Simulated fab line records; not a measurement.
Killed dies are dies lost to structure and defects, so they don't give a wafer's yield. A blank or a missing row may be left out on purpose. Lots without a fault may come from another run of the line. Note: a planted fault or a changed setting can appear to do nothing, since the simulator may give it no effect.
fab line records    flow nandHarc
record lots=12  wafers=36  lastDay=24
route steps=1159 shown P_BONDPAD@371 A_SOURCE_PLATE@416 A_ONON_D1@426 END@1159
lots with no fault: from the same line, run without faults
startH: start of the lot's first displayed wafer, in hours after the record's first day    waitH: hours since the lot's step before    " as in the row above    L1.1+2: a single row standing in for several wafers    - value missing, or start not given    * or withheld: withheld    < > ~ a bound
route shown NAME@n: names a module that has steps shown in the file, with the first one's number in the route    usual: average and standard deviation across the fault-free wafers    same: alike in all rows    chamber/n: place in a boat    sites: each site's reading    _std_site: their standard deviation    _edge_site: outer sites' mean less inner sites'    radiusMm: how far each site lies from the wafer's centre    mask NAME#n: copy n    behind: tool/chamber where the wafer was last shaped    hold: cause of the lot's hold/its duration in hours/its outcome    device: the transistor (n, p or np) that didn't switch    end of line: tests run on the same wafers once the route is complete    for a step that has no rows: nothing shown but its recipe    killed: not the wafer's yield, but the dies lost to structure and defects at the first sort    map: per-die view of a wafer (x killed, . not killed, _ where there is no die)
set.NAME: the run value of the setting; set.NAME@STEP: its run value at that earlier step    model.NAME: the simulator's own value behind a step, which no gauge read
route steps across a sampled set of lots; one table per step, one row per wafer
services: a tool's chamber out of use, with start hour (startH, from the record's first day; less than 0 if before it), hours out, and reason
## steps
# step NHARC_P_BONDPAD_STRIP_15
# recipe o2FlowSccm=500  arFlowSccm=0  biasW=0  chemistry=O2
# usual chamberPressureMTorr=60.00/0.055  drypumpMotorCurrentA=5.9/0.46  oesProductAu=1.000/0.011  rfVppV=58.0/0.88  showerheadPlenumPTorr=3.61/0.12  throttleValvePct=17.037/0.0097
# same biasW=0
lot.wafer  tool        chamber  startH  waitH  chamberPressureMTorr  drypumpMotorCurrentA  oesProductAu  rfHoursCounterH  rfVppV  showerheadPlenumPTorr  throttleValvePct
L468.1     rieDiel-10  0        143.79  0.1    59.97                 6.2                   1.014         49               57.5    3.74                   17.033
L468.6     "           3        "       "      59.89                 5.9                   1.012         -                58.5    3.30                   17.035
L468.5     "           0        "       "      59.96                 6.2                   1.004         -                59.5    3.74                   17.048
L469.3     rieDiel-08  3        154.11  0.1    59.93                 5.8                   0.988         2                57.3    3.72                   17.024
L469.6     "           1        "       "      60.08                 6.3                   0.999         -                57.1    3.55                   17.029
L469.5     "           2        "       "      59.93                 5.0                   1.017         -                58.0    3.69                   17.024
L472.2     rieDiel-08  0        162.44  0.1    60.05                 6.1                   0.989         2                58.7    3.54                   17.023
L472.1     "           2        "       "      59.99                 5.0                   1.014         3                57.6    3.69                   17.044
L472.6     "           1        "       "      59.93                 6.3                   1.002         -                58.4    3.55                   17.054
L475.4     rieDiel-08  1        179.63  0.1    59.95                 6.3                   1.008         3                56.2    3.55                   17.038
L475.6     "           0        "       "      60.01                 6.1                   0.995         -                56.9    3.54                   17.042
L475.5     "           1        "       "      60.00                 6.3                   1.004         -                58.3    3.55                   17.054
L476.4     rieDiel-08  2        186.44  0.1    60.01                 5.0                   1.005         4                58.7    3.69                   17.046
L476.6     "           2        "       "      60.03                 5.0                   1.009         -                58.7    3.69                   17.040
L476.5     "           3        "       "      59.99                 5.8                   0.991         -                58.0    3.72                   17.029
L479.1     rieDiel-08  0        210.98  0.1    60.06                 6.1                   0.982         7                57.9    3.53                   17.027
L479.3     "           1        "       "      60.06                 6.3                   1.009         6                57.6    3.54                   17.043
L479.6     "           0        "       "      60.01                 6.2                   0.996         -                57.9    3.53                   17.030
L482.4     rieDiel-08  0        219.18  0.1    59.93                 6.1                   0.988         7                58.0    3.53                   17.038
L482.5     "           3        "       "      60.01                 5.8                   0.982         -                57.1    3.72                   17.029
L482.6     "           0        "       "      60.01                 6.1                   0.978         -                56.5    3.53                   17.022
L486.1     rieDiel-10  2        241.52  0.1    59.99                 6.4                   1.008         19               57.7    3.64                   17.033
L486.3     "           3        "       "      59.97                 5.9                   1.009         21               56.9    3.28                   17.050
L486.4     "           2        "       "      59.91                 6.4                   0.990         -                59.5    3.64                   17.033
L487.2     rieDiel-08  1        253.17  0.1    60.02                 6.2                   1.007         10               58.4    3.54                   17.037
L487.1     "           2        "       "      59.87                 5.0                   1.018         11               57.6    3.68                   17.018
L487.4     "           0        "       "      60.01                 6.1                   0.997         11               56.8    3.53                   17.030
L488.4     rieDiel-08  2        257.66  0.1    59.94                 5.0                   1.008         12               57.8    3.68                   17.034
L488.3     "           1        "       "      60.02                 6.3                   0.995         11               57.8    3.54                   17.029
L488.6     "           2        "       "      59.91                 5.0                   1.015         -                59.0    3.68                   17.044
L489.1     rieDiel-08  0        258.98  0.1    60.04                 6.1                   1.005         12               58.7    3.53                   17.017
L489.2     "           2        "       "      59.98                 5.0                   1.010         12               59.4    3.68                   17.050
L489.6     "           0        "       "      60.01                 6.1                   0.995         -                57.0    3.53                   17.023
L490.1     rieDiel-08  0        271.13  0.1    60.03                 6.1                   1.001         13               58.1    3.53                   17.040
L490.2     "           1        "       "      60.04                 6.3                   0.999         12               58.3    3.54                   17.041
L490.4     "           2        "       "      60.05                 5.0                   1.013         13               58.5    3.68                   17.040
# step NHARC_P_BONDPAD_DEGAS_25
# recipe tempC=300  timeS=60
# usual heaterPowerW=457/56
lot.wafer  tool           chamber  startH  waitH  heaterPowerW
L468.1     pvdSputter-01  -        144.39  -      464
L468.5     "              -        "       "      434
L468.6     "              -        "       "      386
L469.3     pvdSputter-02  -        154.64  -      459
L469.5     "              -        "       "      529
L469.6     "              -        "       "      459
L472.1     pvdSputter-03  -        162.99  -      464
L472.2     "              -        "       "      515
L472.6     "              -        "       "      478
L475.4     pvdSputter-01  -        180.16  -      397
L475.6     "              -        "       "      402
L475.5     "              -        "       "      454
L476.4     pvdSputter-03  -        186.99  -      421
L476.5     "              -        "       "      421
L476.6     "              -        "       "      525
L479.3     pvdSputter-02  -        211.53  -      475
L479.1     "              -        "       "      544
L479.6     "              -        "       "      552
L482.4     pvdSputter-03  -        219.72  -      508
L482.6     "              -        "       "      407
L482.5     "              -        "       "      513
L486.1     pvdSputter-02  -        242.13  -      516
L486.4     "              -        "       "      461
L486.3     "              -        "       "      422
L487.1     pvdSputter-03  -        253.72  -      510
L487.4     "              -        "       "      474
L487.2     "              -        "       "      428
L488.4     pvdSputter-01  -        258.22  -      357
L488.3     "              -        "       "      439
L488.6     "              -        "       "      473
L489.2     pvdSputter-01  -        259.52  -      388
L489.1     "              -        "       "      354
L489.6     "              -        "       "      453
L490.2     pvdSputter-02  -        271.66  -      422
L490.4     "              -        "       "      528
L490.1     "              -        "       "      471
# step NHARC_A_SOURCE_PLATE_THK_MEAS_09
# recipe thkMeasGauge=ellipsometry
# usual thkNm=9.8/1
lot.wafer  tool          chamber  startH  waitH  thkNm
L468.1     filmMetro-01  -        155.86  0.4    8.8
L468.5     "             -        "       "      9.1
L468.6     "             -        "       "      10.4
L469.3     filmMetro-02  -        165.61  0.4    11.1
L469.5     "             -        "       "      10.4
L469.6     "             -        "       "      9.8
L472.1     filmMetro-02  -        178.32  0.4    7.6
L472.2     "             -        "       "      9.9
L472.6     "             -        "       "      9.1
L475.4     filmMetro-01  -        193.37  0.4    10.3
L475.5     "             -        "       "      12.2
L475.6     "             -        "       "      10.3
L476.4     filmMetro-01  -        198.76  0.4    9.3
L476.5     "             -        "       "      10.9
L476.6     "             -        "       "      9.9
L479.1     filmMetro-02  -        224.82  0.4    9.8
L479.3     "             -        "       "      8.8
L479.6     "             -        "       "      10.9
L482.4     filmMetro-01  -        231.50  0.4    10.7
L482.5     "             -        "       "      10.4
L482.6     "             -        "       "      8.7
L486.1     filmMetro-02  -        253.99  0.4    10.8
L486.3     "             -        "       "      8.9
L486.4     "             -        "       "      10.2
L487.1     filmMetro-02  -        265.63  0.4    10.3
L487.2     "             -        "       "      10.4
L487.4     "             -        "       "      10.7
L489.1     filmMetro-01  -        270.60  0.4    11.2
L489.2     "             -        "       "      11.5
L489.6     "             -        "       "      8.3
L488.3     filmMetro-02  -        270.60  0.4    9.9
L488.4     "             -        "       "      9.6
L488.6     "             -        "       "      9.7
L490.1     filmMetro-02  -        290.91  0.4    10.7
L490.2     "             -        "       "      10.4
L490.4     "             -        "       "      8.3
# step NHARC_A_ONON_D1_DEP_03
# recipe targetThkA=10000  n2FlowSccm=2750  n2oFlowSccm=2000  nh3FlowSccm=500  sih4FlowSccm=210  tempC=400
# usual nh3FlowSccm=500.0/1.6
lot.wafer  tool          chamber  startH  waitH  nh3FlowSccm
L468.1     pecvdOnon-04  0        177.34  0.1    498.2
L468.5     "             0        "       "      497.2
L468.6     "             0        "       "      499.9
L469.3     pecvdOnon-02  0        177.45  0.2    499.7
L469.5     "             0        "       "      498.9
L469.6     "             0        "       "      499.4
L472.1     pecvdOnon-04  0        192.14  0.1    497.4
L472.2     "             0        "       "      502.1
L472.6     "             0        "       "      498.0
L475.4     pecvdOnon-04  0        207.89  0.2    497.6
L475.5     "             0        "       "      496.7
L475.6     "             0        "       "      495.8
L476.4     pecvdOnon-02  0        215.18  0.2    497.7
L476.5     "             0        "       "      499.0
L476.6     "             0        "       "      499.4
L479.1     pecvdOnon-03  0        238.80  0.1    500.7
L479.3     "             0        "       "      502.9
L479.6     "             0        "       "      500.9
L482.4     pecvdOnon-02  0        245.60  0.2    496.8
L482.5     "             0        "       "      498.8
L482.6     "             0        "       "      499.6
L486.1     pecvdOnon-02  0        267.54  0.1    497.4
L486.3     "             0        "       "      498.9
L486.4     "             0        "       "      498.3
L489.1     pecvdOnon-03  0        281.83  0.1    498.2
L489.2     "             0        "       "      500.1
L489.6     "             0        "       "      501.5
L487.1     pecvdOnon-04  0        281.83  0.1    500.9
L487.2     "             0        "       "      500.8
L487.4     "             0        "       "      500.2
L488.3     pecvdOnon-02  0        281.95  0.2    499.8
L488.4     "             0        "       "      502.1
L488.6     "             0        "       "      500.4
L490.1     pecvdOnon-04  0        305.12  0.1    502.8
L490.2     "             0        "       "      502.4
L490.4     "             0        "       "      501.9
# step NHARC_A_ONON_D1_THK_MEAS_05
# recipe thkMeasGauge=ellipsometry
# usual thkNm=1004/6.4
lot.wafer  tool          chamber  startH  waitH  thkNm
L468.1     filmMetro-01  -        177.84  -      998
L468.5     "             -        "       "      995
L468.6     "             -        "       "      996
L469.3     filmMetro-02  -        177.85  -      1007
L469.5     "             -        "       "      1007
L469.6     "             -        "       "      1007
L472.1     filmMetro-01  -        192.64  -      1003
L472.2     "             -        "       "      1501
L472.6     "             -        "       "      1501
L475.4     filmMetro-01  -        208.23  -      999
L475.5     "             -        "       "      997
L475.6     "             -        "       "      1496
L476.4     filmMetro-02  -        215.55  -      1005
L476.5     "             -        "       "      1004
L476.6     "             -        "       "      1005
L479.1     filmMetro-01  -        239.31  -      1005
L479.3     "             -        "       "      1007
L479.6     "             -        "       "      1006
L482.4     filmMetro-02  -        245.96  -      1003
L482.5     "             -        "       "      1004
L482.6     "             -        "       "      1002
L486.1     filmMetro-02  -        268.05  -      996
L486.3     "             -        "       "      997
L486.4     "             -        "       "      997
L489.1     filmMetro-02  -        282.34  -      995
L489.2     "             -        "       "      993
L489.6     "             -        "       "      990
L488.3     filmMetro-01  -        282.34  -      1003
L488.4     "             -        "       "      1000
L488.6     "             -        "       "      1002
L487.1     filmMetro-02  -        282.35  -      1006
L487.2     "             -        "       "      1010
L487.4     "             -        "       "      1007
L490.1     filmMetro-02  -        305.63  -      1003
L490.2     "             -        "       "      1003
L490.4     "             -        "       "      1004
# step NHARC_END_SORT_01
# recipe tempC=25
# usual killedAtArray=28/10  killedAtOther=0.5/0.82  killedAtPeriphery=3.4/2.2  killedDies=31/10  killedOpen=3.4/1.9  killedShort=1.9/1.3
# same grossDies=677
lot.wafer  tool       chamber  startH  waitH  killedAtArray  killedAtOther  killedAtPeriphery  killedDies  killedOpen  killedShort
L472.1     prober-01  0        480.55  2.5    23             0              4                  27          3           2
L472.2     prober-01  0        481.33  2.8    672            0              5                  677         5           1
L472.6     prober-01  0        484.43  3.9    672            0              5                  677         4           2
L475.4     prober-01  0        501.82  3.4    22             0              3                  25          1           2
L475.5     prober-01  0        502.62  3.7    17             2              3                  22          2           3
L475.6     prober-01  0        503.42  4.0    676            1              0                  677         2           2
# killed by level:class
L472.1 A_CONTACT:chamberFilmFlake=7 A_SLIT:chamberFilmFlake=6 P_M1:chamberFilmFlake=2 A_CHANNEL_HOLE_D1:chamberFilmFlake=2 A_STAIRCASE:chamberFilmFlake=2 A_M1:chamberFilmFlake=2 P_CONTACT:geometricParticle:open=1 A_CHANNEL_FILL_D1:geometricParticle:open=1
L472.2 A_ONON_D1:areaDep=645 A_SLIT:chamberFilmFlake=11 A_CONTACT:chamberFilmFlake=7 P_M1:chamberFilmFlake=4 A_CONTACT:geometricParticle:open=3 P_CONTACT:geometricParticle:open=1 A_BLC:geometricParticle:open=1 A_BLC:geometricParticle:short=1
L472.6 A_ONON_D1:areaDep=642 A_SLIT:chamberFilmFlake=16 A_CONTACT:chamberFilmFlake=5 A_CHANNEL_HOLE_D1:chamberFilmFlake=3 P_M0:geometricParticle:open=2 P_M1:chamberFilmFlake=2 A_CHANNEL_HOLE_D1:geometricParticle:open=1 A_SGD_CUT:geometricParticle:short=1
L475.4 A_SLIT:chamberFilmFlake=7 A_STAIRCASE:chamberFilmFlake=6 A_CHANNEL_HOLE_D1:chamberFilmFlake=3 A_CONTACT:chamberFilmFlake=3 P_STI:geometricParticle:short=1 P_M0:geometricParticle:open=1 A_M0:geometricParticle:short=1 P_ZERO_WELL:chamberFilmFlake=1
L475.5 A_SLIT:chamberFilmFlake=5 A_CHANNEL_HOLE_D1:chamberFilmFlake=3 A_M1:chamberFilmFlake=3 P_M0:geometricParticle:open=1 A_WL_FILL:geometricParticle:short=1 A_CONTACT:geometricParticle:open=1 A_M0:geometricParticle:short=1 P_ZERO_WELL:chamberFilmFlake=1
L475.6 A_ONON_D1:areaDep=649 A_SLIT:chamberFilmFlake=15 A_CHANNEL_HOLE_D1:chamberFilmFlake=3 A_STAIRCASE:chamberFilmFlake=2 A_WL_FILL:chamberFilmFlake=2 A_CHANNEL_FILL_D1:geometricParticle:open=1 A_CHANNEL_FILL_D1:geometricParticle:short=1 A_M0:geometricParticle:open=1
## services
tool           chamber  startH  hours  kind
rieDiel-08     0        124.85  9.0    ventCycle
rieDiel-08     1        124.85  9.0    ventCycle
rieDiel-08     3        124.85  9.0    ventCycle
rieDiel-10     1        128.80  7.5    repair
rieDiel-08     0        133.85  -      clean
rieDiel-08     1        133.85  -      clean
rieDiel-08     2        133.85  -      clean
rieDiel-08     3        133.85  -      clean
pecvdOnon-03   -        153.40  13.0   pm
pvdSputter-01  -        158.10  10.0   pm
rieDiel-08     0        158.35  -      clean
rieDiel-08     1        158.35  -      clean
rieDiel-08     2        164.44  5.3    repair
rieDiel-10     -        176.53  9.0    pm
rieDiel-08     1        187.94  7.2    repair
rieDiel-10     2        188.52  8.1    repair
pvdSputter-02  -        214.01  10.0   pm
rieDiel-10     0        232.39  22.6   repair
pecvdOnon-04   -        237.34  13.0   pm
rieDiel-08     -        245.89  0.8    repair
pvdSputter-03  -        280.02  10.0   pm
pecvdOnon-02   -        292.18  13.0   pm
rieDiel-08     -        301.71  1.1    repair
rieDiel-08     -        302.85  9.0    pm
## key
firstSign step=NHARC_A_ONON_D1_THK_MEAS_05  reading=thkNm  direction=up  sigmas=78  usual=1004  struck=1499
effect step=NHARC_END_SORT_01  reading=killedAtArray  direction=up  sigmas=63  usual=28  struck=673
moreKillsBornAt NHARC_A_ONON_D1_DEP_03@pecvdOnon-04=1936
metAt NHARC_A_ONON_D1_DEP_03
struckLots L472,L475
struckWafers L472.2,L472.6,L475.6
laterRowsLeftOut L472.2,L472.6,L475.6
testerLeftOut L472,L475
notActingAt NHARC_P_BONDPAD_STRIP_15,NHARC_P_BONDPAD_DEGAS_25,NHARC_A_SOURCE_PLATE_THK_MEAS_09
onsetBetween 177.34 192.14
fault kind=processParameterDrift  tool=pecvdOnon-04  chamber=-  onsetH=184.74  steps=NHARC_A_ONON_D1_DEP_03  channel=targetThkA  offset=*  shape=step  endH=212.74  scope=struckWafersOnly  actsIn=*  stated=*
# testerLeftOut: of these lots the tester's yield and bins aren't shown, on N5 and GAA mostly nor the transistor test; their killed dies are dies lost to structure and defects alone, not to doping, threshold or leakage, so they don't give the yield
# laterRowsLeftOut: the simulator's readings of these wafers behind a module that went badly wrong aren't trusted and aren't shown, but for the sort
